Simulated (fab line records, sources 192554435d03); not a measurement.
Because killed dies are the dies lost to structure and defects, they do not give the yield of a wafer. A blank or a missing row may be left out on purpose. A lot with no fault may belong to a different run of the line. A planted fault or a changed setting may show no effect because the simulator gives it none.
A lot that was struck, set against a sound lot :: flow n5-finfet :: 19 steps out of a route of 1938
Sound: the wafers L827.4, L827.5, L827.6. Struck: wafers L843.2, L843.3, L843.5. At the end, the cause is stated.
For every step that has rows: the tool of each side, followed by ch and its chambers, followed by its first start. Under that, the readings that differ: sound wafers :: struck wafers :: difference of the means :: sigmas: that difference in standard deviations of wafers without a fault.
alike: readings whose means differ by less than 2 such deviations, and words and numbers that are the same on both sides. not compared: withheld readings, readings that some wafer has no value for, bounds like >300 that may hide the same value, and numbers for which the record gives no deviation and whose values overlap.
The two part at a step that has a row with sigmas, a row that says differs or no value, or rows on one side only. Non-overlapping numbers with no deviation appear without sigmas and do not part them. A reading that every wafer of one side lacks parts them only if that side has two wafers or more.

N5_BEOL_M10_RS_MEAS_57: uses a four-point probe to measure.
  struck on film-metro-02, day 16 01:17; sound on film-metro-01, day 11 01:59
  alike: M10_RS
N5_BEOL_M10_INSPECT_58: inspects for defects (darkfield).
  struck on defect-inspect-02, day 16 01:18; sound on defect-inspect-02, day 11 02:01
  alike: raw-defect-count
N5_BEOL_M11_ILD_DEP_00: deposits SiCOH lowk from DEMS/porogen, target thk 308.51 nm, time 58 s.
  sound on pecvd-04 ch 0,1,2, day 11 02:05; struck on pecvd-01 ch 0,1, day 16 01:20
  alike: chamber-pressure-Torr, heater-power-w, showerhead-plenum-p-Torr, throttle-valve-pct
N5_BEOL_M11_CURE_71: cures SiCOH lowk, time 240 s.
  sound on uv-cure-02 ch 0, day 11 02:31; struck on uv-cure-03 ch 2, day 16 01:30
  alike: lamp-power-pct, wafer_temp_C_max
N5_BEOL_M11_THK_MEAS_01:
  struck on film-metro-02, day 16 01:56; sound on film-metro-02, day 11 02:48
reading: M11_ILD_THK (nm)
sound: 274 273 272
struck: 262 264 265
difference: -9
sigmas: -3
N5_BEOL_M11_PECVD_70: deposits SiO2 from TEOS/O2, target thk 20 nm, time 22.7 s.
  sound on pecvd-04 ch 0,1,2, day 11 02:51; struck on pecvd-03 ch 0,1,2, day 16 01:58
  alike: chamber-pressure-Torr, heater-power-w, showerhead-plenum-p-Torr, throttle-valve-pct
N5_BEOL_M11_HM_DEP_02: deposits TiN, target thk 20 nm.
  struck on pvd-sputter-01, day 16 05:05; sound on pvd-sputter-01, day 11 03:33
  alike: chamber-pressure-pa, throttle-valve-pct
then, 5 steps without rows for these wafers: N5_BEOL_M11_COAT_59 (time 60 s, resist thk 100 nm); N5_BEOL_M11_COAT_60 (time 60 s, resist thk 30 nm); N5_BEOL_M11_COAT_05 (resist thk 90 nm); N5_BEOL_M11_EBR_07; N5_BEOL_M11_SOFTBAKE_06 (time 60 s).
N5_BEOL_M11_EXPOSE_08: exposes mask M11.
  sound on arfi-scanner-02 ch 0, day 11 03:58; struck on arfi-scanner-01 ch 0, day 16 05:20
reading: model.BEOL_M11.overlay-x-nm (nm)
sound: 0.4 0.4 0.4
struck: 11.6 11.6 11.6
difference: +11.2
sigmas: 
  alike: mask, reticle-temp-C
then, 2 steps without rows for these wafers: N5_BEOL_M11_PEB_09 (peb time 60 s); N5_BEOL_M11_DEVELOP_10 (develop time 30 s).
N5_BEOL_M11_CD_MEAS_11 targets a cd of 64.1 nm.
  sound on cd-sem-01 ch 0, day 11 04:05; struck on cd-sem-03 ch 0, day 16 05:28
  alike: cd-nm
N5_BEOL_M11_OVL_MEAS_12:
  sound on overlay-02 ch 0, day 11 04:06; struck on overlay-02 ch 0, day 16 05:29
reading: M11_OVL (nm)
sound: -0.6 -0.4 -0.3
struck: 11.9 11.8 10.9
difference: +12.0
sigmas: +14
N5_BEOL_M11_INSPECT_13: inspects for defects (brightfield).
  struck on defect-inspect-01, day 16 05:31; sound on defect-inspect-02, day 11 04:08
  alike: raw-defect-count
following that, these wafers have no rows for 1 step: N5_PASSIVATION_PROBE_49.

WHERE THEY PART
First at N5_BEOL_M11_THK_MEAS_01; last, within this record, at N5_BEOL_M11_OVL_MEAS_12. Later steps at which nothing parts them and some readings are alike: N5_BEOL_M11_INSPECT_13.

WHY: what the simulator had put in
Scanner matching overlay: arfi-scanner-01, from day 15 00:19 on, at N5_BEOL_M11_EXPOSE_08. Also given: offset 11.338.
